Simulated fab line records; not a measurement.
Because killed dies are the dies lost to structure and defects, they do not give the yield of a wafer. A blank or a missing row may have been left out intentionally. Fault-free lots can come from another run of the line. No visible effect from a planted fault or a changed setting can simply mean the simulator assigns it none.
Split-lot experiment ; flow n5 finfet ; route with 1938 steps; 7 lots, 21 wafers read

## SPLIT DETAILS
At N5_BEOL_M10_VIA_ETCH_34 (etches SiCOH lowk in C4F6/O2, target depth 184.5 nm, time 69.2 s), the setting bias w was moved away from the recipe's 185 W on 7 of the 21 wafers read, by -15.2% to +9.1%. The other wafers ran this setting at the recipe's value.

Reading taken at the split's own step.

## THE READING
rf vpp V, in V, at N5_BEOL_M10_VIA_ETCH_34 (etches SiCOH lowk in C4F6/O2, target depth 184.5 nm, time 69.2 s). Fault-free wafers of this fab line usually give 667 V, standard deviation 7.9 V.

wafer;tool, chamber at the split;bias w as run, W;against the recipe;rf vpp V, V;against lot-mates on the recipe
L075.2;rie diel-02, 3;185;recipe;675;-
L075.3;rie diel-02, 2;185;recipe;657;-
L075.4;rie diel-02, 1;185;recipe;675;-
L081.3;rie diel-04, 1;166.4;-10.1%;614;-52
L081.5;rie diel-04, 2;166.4;-10.1%;607;-59
L081.6;rie diel-04, 1;185;recipe;666;-
L083.3;rie diel-01, 3;185;recipe;671;-
L083.5;rie diel-01, 0;156.8;-15.2%;585;-86
L083.6;rie diel-01, 3;156.8;-15.2%;588;-83
L085.4;rie diel-01, 3;185;recipe;674;-
L085.5;rie diel-01, 1;160.6;-13.2%;589;-82
L085.6;rie diel-01, 0;185;recipe;668;-
L089.1;rie diel-01, 0;185;recipe;666;-
L089.3;rie diel-01, 2;185;recipe;680;-
L089.6;rie diel-01, 2;185;recipe;680;-
L094.1;rie diel-04, 3;160.2;-13.4%;585;-84
L094.3;rie diel-04, 2;185;recipe;660;-
L094.6;rie diel-04, 0;185;recipe;677;-
L096.1;rie diel-02, 3;201.9;+9.1%;723;+58
L096.4;rie diel-02, 2;185;recipe;656;-
L096.5;rie diel-02, 3;185;recipe;675;-

THE FIT
A straight line over all 21 wafers: rf vpp V changes by +5.82 V for each +1% of bias w; r = +0.98; the points scatter about the line by 7.2 V.
The same after taking each lot's own level away (the mean of its wafers on the recipe; 21 wafers): +5.84 V for each +1%; r = +0.99; scatter 6.7 V.
On that fit, the largest move of bias w shifts the reading by 89 V.
Measured against the standard deviation above, the lots' own levels, which go from 665.5 to 675.3 V, span 1.2 times it.
The two slopes agree, so the slope changes little with the lot-to-lot level.
Check: -89.3 V against its lot-mates is what the line predicts for one of the wafers moved furthest among these (-15.2%) when that wafer is left out of the fit. Against them it came out at -86 V.
Tool readings at the split's step, against how far the setting was moved: rf vpp V r = +0.98.

## THE WHOLE CHAIN: every reading that the file lists as answering this split, in the file's order
step;what it does;reading;change (the file's fit);r (the file's)
N5_BEOL_M10_VIA_ETCH_34;etches SiCOH lowk in C4F6/O2, target depth 184.5 nm, time 69.2 s;rf vpp V;+5.93 V for each +1% of the setting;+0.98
N5_BEOL_M10_VIA_ETCH_34;etches SiCOH lowk in C4F6/O2, target depth 184.5 nm, time 69.2 s;etch.depth nm (the simulator's own value, which no gauge read);+0.729 nm for each +1% of the setting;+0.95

## FILE'S OWN FIT
rf vpp V changes by +5.93 V for each +1% of bias w, r = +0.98.
